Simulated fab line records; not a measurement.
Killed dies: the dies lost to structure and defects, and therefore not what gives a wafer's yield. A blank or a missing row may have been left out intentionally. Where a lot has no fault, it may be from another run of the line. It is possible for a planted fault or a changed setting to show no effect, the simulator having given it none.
fab line records ; flow n5Finfet
record lots=12; wafers=29; lastDay=17
route steps=1938 shown BEOL_M10@1488
lots with no fault: from the same line, run without faults
startH: the number of hours between the record's first day and the start of the first shown wafer of the lot ; waitH: time in hours since the lot's previous step ; " same as the row above ; L1.1+2: one row covering several wafers at once ; - no value, or no start given ; * or withheld: withheld ; < > ~ a bound
route shown NAME@n: a module of which the file shows steps, and the number in the route of the first ; usual: mean and standard deviation over wafers with no fault ; same: alike in all rows ; chamber/n: place in a boat ; sites: per-site readings ; _std_site: the standard deviation of these ; _edge_site: mean of outer sites minus mean of inner sites ; radiusMm: how far each site lies from the wafer's centre ; mask NAME#n: copy n ; behind: the most recent tool/chamber to have shaped the wafer ; hold: the reason the lot was held/the length of the hold in hours/how it ended ; device: whichever transistor did not switch (one of n, p or np) ; end of line: the tests these same wafers got at the end of their route ; for a step that has no rows: nothing shown but its recipe ; killed: at the first sort, the dies lost to defects and structure; wafer yield is something else ; map: dies across one wafer; x = killed, . = not, _ = none there
set.NAME: the run value of the setting; set.NAME@STEP: its run value at that earlier step ; model.NAME: the simulator's own value behind a step, which no gauge read
the route's steps for a sample of lots (tables are steps, rows are wafers)
services: when a tool's chamber went out of use (startH, in hours from the record's first day, below 0 if earlier), for how many hours, and the reason
## steps
# step N5_BEOL_M10_ETCH_62
# recipe chemistry=N2/H2; target=SOC; targetDepthA=1100; overetchA=220; maskMaterial=SiARC; tempC=40; timeS=165; ionEnergyEv=200; pressureMtorr=30; sourceW=840; biasW=150; n2FlowSccm=200; h2FlowSccm=200
# usual drypumpMotorCurrentA=5.5/0.5; h2FlowSccm=200.0/0.57; oesProductAu=0.70/0.07; rfVppV=523.1/1.9; showerheadPlenumPTorr=2.51/0.072; throttleValvePct=17.84/0.17
lot.wafer;tool;chamber;startH;waitH;drypumpMotorCurrentA;h2FlowSccm;oesProductAu;rfHoursCounterH;rfVppV;showerheadPlenumPTorr;throttleValvePct
L188.2;rieDiel-03;2;225.10;0.0;5.8;200.6;0.73;59;527.4;2.60;17.92
L188.5;rieDiel-03;2;225.10;0.0;5.8;200.1;0.73;-;526.4;2.60;17.92
L188.6;rieDiel-03;1;225.10;0.0;5.9;199.7;0.75;-;522.3;2.47;17.66
L190.2;rieDiel-05;0;228.25;0.0;5.9;200.2;0.71;62;522.7;2.45;17.70
L190.4;rieDiel-05;3;228.25;0.0;6.1;199.4;0.60;-;523.3;2.52;18.16
L190.6;rieDiel-05;0;228.25;0.0;5.9;200.1;0.72;-;520.5;2.45;17.68
L187.1;rieDiel-03;0;242.34;0.0;6.3;199.9;0.78;24;522.1;2.50;17.89
L187.3;rieDiel-03;3;242.34;0.0;5.5;199.9;0.80;8;524.6;2.63;17.95
L187.5;rieDiel-03;2;242.34;0.0;5.8;200.3;0.73;-;524.6;2.60;17.93
L192.1;rieDiel-06;3;245.21;0.0;4.8;199.3;0.58;230;526.1;2.62;18.04
L192.5;rieDiel-06;0;245.21;0.0;5.2;199.5;0.72;-;525.0;2.59;17.64
L193.3;rieDiel-03;3;248.52;0.0;5.5;200.5;0.79;11;525.1;2.63;17.96
L193.6;rieDiel-03;3;248.52;0.0;5.5;200.6;0.79;-;525.3;2.63;17.97
L199.4;rieDiel-03;1;288.75;0.0;5.9;199.9;0.72;52;520.7;2.46;17.72
L199.5;rieDiel-03;2;288.75;0.0;5.8;199.6;0.71;-;523.8;2.59;17.97
L198.3;rieDiel-05;2;290.17;0.0;4.8;200.0;0.60;201;520.3;2.40;17.96
L198.6;rieDiel-05;1;290.17;0.0;5.1;200.7;0.68;-;524.8;2.57;17.68
L200.1;rieDiel-03;2;298.36;0.0;5.8;198.8;0.70;87;524.0;2.59;17.98
L200.6;rieDiel-03;0;298.36;0.0;6.2;200.2;0.75;-;522.7;2.49;17.93
L204.2;rieDiel-05;0;315.11;0.0;5.9;199.8;0.69;92;520.9;2.44;17.74
L204.5;rieDiel-05;2;315.11;0.0;4.8;200.1;0.59;-;518.9;2.40;17.97
L204.6;rieDiel-05;3;315.11;0.0;6.1;198.9;0.58;-;522.5;2.51;18.22
L203.3;rieDiel-05;1;325.66;0.0;5.1;199.6;0.67;87;523.3;2.56;17.72
L203.5;rieDiel-05;0;325.66;0.0;5.9;200.8;0.69;-;520.7;2.44;17.74
L208.2;rieDiel-05;2;339.29;0.0;4.8;200.1;0.59;220;520.6;2.39;17.98
L208.4;rieDiel-05;2;339.29;0.0;4.8;199.6;0.58;-;520.0;2.39;17.99
L208.5;rieDiel-05;3;339.29;0.0;6.1;200.8;0.85;-;522.5;2.51;17.81
L210.4;rieDiel-05;2;352.83;0.0;4.8;199.5;0.59;224;520.7;2.39;17.99
L210.6;rieDiel-05;2;352.83;0.0;4.9;199.4;0.59;-;520.8;2.39;17.97
# step N5_BEOL_M10_STRIP_67
# recipe chemistry=CF4; resist=SiARC; powerW=300; biasPowerW=75; pressureMtorr=50; cf4FlowSccm=150; rfFrequencyHz=6e+07
# usual drypumpMotorCurrentA=5.5/0.5; oesProductAu=0.82/0.083; rfVppV=270.7/1.3; showerheadPlenumPTorr=1.78/0.04; throttleValvePct=13.56/0.2
lot.wafer;tool;chamber;startH;waitH;drypumpMotorCurrentA;oesProductAu;rfHoursCounterH;rfVppV;showerheadPlenumPTorr;throttleValvePct
L188.2;rieDiel-03;2;225.25;0.0;5.8;0.87;59;272.0;1.80;13.19
L188.5;rieDiel-03;2;225.25;0.0;5.8;0.86;-;271.5;1.80;13.20
L188.6;rieDiel-03;1;225.25;0.0;5.9;0.89;-;270.4;1.74;13.36
L190.2;rieDiel-05;0;228.40;0.0;5.9;0.85;62;269.4;1.75;13.65
L190.4;rieDiel-05;3;228.40;0.0;6.1;0.70;-;271.4;1.78;13.89
L190.6;rieDiel-05;0;228.40;0.0;5.9;0.85;-;270.6;1.75;13.66
L187.1;rieDiel-03;0;242.49;0.0;6.2;0.92;24;270.1;1.78;13.63
L187.3;rieDiel-03;3;242.49;0.0;5.5;0.94;8;270.7;1.85;13.47
L187.5;rieDiel-03;2;242.49;0.0;5.8;0.86;-;271.5;1.80;13.21
L192.1;rieDiel-06;3;245.35;0.0;4.8;0.69;230;271.8;1.83;13.83
L192.5;rieDiel-06;0;245.35;0.0;5.2;0.86;-;271.9;1.83;13.25
L193.3;rieDiel-03;3;248.67;0.0;5.5;0.92;11;273.2;1.85;13.46
L193.6;rieDiel-03;3;248.67;0.0;5.5;0.93;-;274.7;1.85;13.47
L199.4;rieDiel-03;1;288.89;0.0;5.8;0.86;52;271.3;1.74;13.42
L199.5;rieDiel-03;2;288.89;0.0;5.8;0.84;-;272.4;1.79;13.25
L198.3;rieDiel-05;2;290.32;0.0;4.8;0.71;201;270.4;1.70;13.76
L198.6;rieDiel-05;1;290.32;0.0;5.1;0.80;-;272.7;1.81;13.43
L200.1;rieDiel-03;2;298.50;0.0;5.8;0.83;87;272.7;1.79;13.29
L200.6;rieDiel-03;0;298.50;0.0;6.3;0.88;-;270.3;1.78;13.68
L204.2;rieDiel-05;0;315.25;0.0;5.9;0.81;92;272.1;1.75;13.73
L204.5;rieDiel-05;2;315.25;0.0;4.8;0.70;-;268.4;1.70;13.81
L204.6;rieDiel-05;3;315.25;0.0;6.1;0.69;-;270.9;1.77;13.94
L203.3;rieDiel-05;1;325.80;0.0;5.1;0.79;87;271.1;1.81;13.45
L203.5;rieDiel-05;0;325.80;0.0;5.9;0.80;-;271.2;1.74;13.74
L208.2;rieDiel-05;2;339.44;0.0;4.9;0.70;220;269.4;1.70;13.80
L208.4;rieDiel-05;2;339.44;0.0;4.8;0.69;-;268.6;1.70;13.81
L208.5;rieDiel-05;3;339.44;0.0;6.1;0.99;-;270.8;1.77;13.40
L210.4;rieDiel-05;2;352.97;0.0;4.8;0.70;225;269.7;1.70;13.81
L210.6;rieDiel-05;2;352.97;0.0;4.8;0.69;-;270.6;1.70;13.82
# step N5_BEOL_M10_ETCH_65
# recipe chemistry=CF4; target=SiARC; targetDepthA=390; maskMaterial=CAR-ArF; timeS=65; ionEnergyEv=80; pressureMtorr=40; sourceW=545; biasW=36; Ar_flow_sccm=100; cf4FlowSccm=100; ends=cleared
# usual drypumpMotorCurrentA=5.4/0.53; etchRfOnTimeS=65.7/2.3; oesProductAu=0.70/0.072; rfVppV=183.8/0.9; showerheadPlenumPTorr=2.12/0.049; throttleValvePct=15.61/0.19
lot.wafer;tool;chamber;startH;waitH;drypumpMotorCurrentA;etchRfOnTimeS;oesProductAu;rfHoursCounterH;rfVppV;showerheadPlenumPTorr;throttleValvePct
L188.2;rieDiel-03;2;227.40;0.0;5.8;64.3;0.74;60;183.7;2.16;15.27
L188.5;rieDiel-03;3;227.40;0.0;5.5;68.0;0.81;-;184.8;2.19;15.46
L188.6;rieDiel-03;2;227.40;0.0;5.8;64.9;0.75;-;184.3;2.16;15.29
L190.2;rieDiel-03;3;229.96;0.0;5.5;66.3;0.81;3;183.8;2.19;15.46
L190.4;rieDiel-03;2;229.96;0.0;5.8;63.7;0.75;61;185.0;2.16;15.28
L190.6;rieDiel-03;1;229.96;0.0;5.9;63.7;0.75;-;183.0;2.07;15.42
L187.1;rieDiel-06;0;243.29;0.0;5.2;63.4;0.74;54;184.3;2.19;15.33
L187.3;rieDiel-06;2;243.29;0.0;4.7;65.2;0.78;13;183.4;2.11;15.53
L187.5;rieDiel-06;3;243.29;0.0;4.8;68.6;0.57;-;184.6;2.21;15.93
L192.1;rieDiel-05;1;247.04;0.0;5.1;66.4;0.70;61;184.5;2.16;15.44
L192.5;rieDiel-05;2;247.04;0.0;4.8;61.9;0.62;-;183.4;2.04;15.74
L193.3;rieDiel-05;2;249.77;0.0;4.8;44.7;0.77;187;184.1;2.04;15.78
L193.6;rieDiel-05;1;249.77;0.0;5.1;48.0;0.84;-;184.8;2.16;15.43
L199.4;rieDiel-06;0;292.81;0.0;5.3;62.9;0.72;75;185.1;2.18;15.38
L199.5;rieDiel-06;3;292.81;0.0;4.8;67.4;0.56;-;184.2;2.20;15.97
L198.3;rieDiel-05;3;293.27;0.0;6.1;50.5;0.68;241;183.9;2.11;15.93
L198.6;rieDiel-05;2;293.27;0.0;4.8;45.4;0.76;-;182.3;2.04;15.79
L200.1;rieDiel-03;2;300.73;0.0;5.8;65.0;0.71;88;185.1;2.15;15.33
L200.6;rieDiel-03;3;300.73;0.0;5.5;68.5;0.74;-;183.9;2.18;15.50
L204.2;rieDiel-06;1;317.05;0.0;5.9;68.6;0.76;22;182.3;2.10;15.62
L204.5;rieDiel-06;1;317.05;0.0;5.9;68.1;0.76;-;183.9;2.10;15.60
L204.6;rieDiel-06;2;317.05;0.0;4.7;64.3;0.73;-;183.5;2.10;15.59
L203.3;rieDiel-06;1;327.70;0.0;5.9;68.4;0.76;27;184.2;2.10;15.62
L203.5;rieDiel-06;2;327.70;0.0;4.7;64.2;0.73;-;183.2;2.09;15.60
L208.2;rieDiel-06;3;341.13;0.0;4.8;65.6;0.81;7;184.8;2.20;15.48
L208.4;rieDiel-06;0;341.13;0.0;5.3;63.2;0.70;96;184.8;2.17;15.41
L208.5;rieDiel-06;1;341.13;0.0;5.9;68.7;0.74;-;183.4;2.10;15.63
L210.4;rieDiel-05;1;355.64;0.0;5.1;66.2;0.66;100;183.3;2.15;15.50
L210.6;rieDiel-05;2;355.64;0.0;4.8;63.5;0.60;-;180.7;2.03;15.83
# step N5_BEOL_M10_OCD_MEAS_38
# usual trenchDepthNm=148/3.4
lot.wafer;tool;chamber;startH;waitH;trenchDepthNm
L188.2;ocd-01;-;227.86;-;150
L188.5;ocd-01;-;227.86;-;144
L188.6;ocd-01;-;227.86;-;152
L190.2;ocd-02;-;230.42;-;146
L190.4;ocd-02;-;230.42;-;151
L190.6;ocd-02;-;230.42;-;151
L187.1;ocd-01;-;243.74;-;152
L187.3;ocd-01;-;243.74;-;149
L187.5;ocd-01;-;243.74;-;143
L192.1;ocd-01;-;247.50;-;148
L192.5;ocd-01;-;247.50;-;154
L193.3;ocd-01;-;250.23;-;153
L193.6;ocd-01;-;250.23;-;146
L199.4;ocd-01;-;293.27;-;150
L199.5;ocd-01;-;293.27;-;143
L198.3;ocd-01;-;293.73;-;141
L198.6;ocd-01;-;293.73;-;150
L200.1;ocd-01;-;301.19;-;150
L200.6;ocd-01;-;301.19;-;143
L204.2;ocd-02;-;317.51;-;144
L204.5;ocd-02;-;317.51;-;144
L204.6;ocd-02;-;317.51;-;149
L203.3;ocd-02;-;328.16;-;144
L203.5;ocd-02;-;328.16;-;149
L208.2;ocd-01;-;341.59;-;149
L208.4;ocd-01;-;341.59;-;152
L208.5;ocd-01;-;341.59;-;146
L210.4;ocd-01;-;356.10;-;147
L210.6;ocd-01;-;356.10;-;148
## services
tool;chamber;startH;hours;kind
rieDiel-03;3;205.74;-;clean
rieDiel-03;3;205.74;-;consumableReplace:focusRing
rieDiel-03;3;205.74;18.8;scheduledDown
rieDiel-03;3;205.74;18.8;ventCycle
rieDiel-03;0;218.61;7.7;repair
rieDiel-06;-;223.44;14.6;pm
rieDiel-05;-;229.22;0.1;repair
rieDiel-06;1;242.74;-;clean
rieDiel-06;1;242.74;-;consumableReplace:focusRing
rieDiel-06;1;242.74;21.2;scheduledDown
rieDiel-06;1;242.74;21.2;ventCycle
rieDiel-06;3;296.00;-;clean
rieDiel-06;3;296.00;-;consumableReplace:focusRing
rieDiel-06;3;296.00;26.2;scheduledDown
rieDiel-06;3;296.00;26.2;ventCycle
rieDiel-05;3;321.96;-;clean
rieDiel-05;3;321.96;-;consumableReplace:focusRing
rieDiel-05;3;321.96;15.7;scheduledDown
rieDiel-05;3;321.96;15.7;ventCycle
## key
firstSign step=N5_BEOL_M10_ETCH_65; reading=etchRfOnTimeS; direction=down; sigmas=8; usual=*; struck=*
effect none on later readings
metAt N5_BEOL_M10_ETCH_65
struckLots L193,L198
struckWafers L193.3,L193.6,L198.3,L198.6
notActingAt N5_BEOL_M10_ETCH_62,N5_BEOL_M10_STRIP_67,N5_BEOL_M10_OCD_MEAS_38
onsetBetween 247.04 249.77
fault kind=processParameterDrift; tool=rieDiel-05; chamber=-; onsetH=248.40; steps=N5_BEOL_M10_ETCH_65; channel=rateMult; offset=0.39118; shape=step; endH=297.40; scope=struckWafersOnly
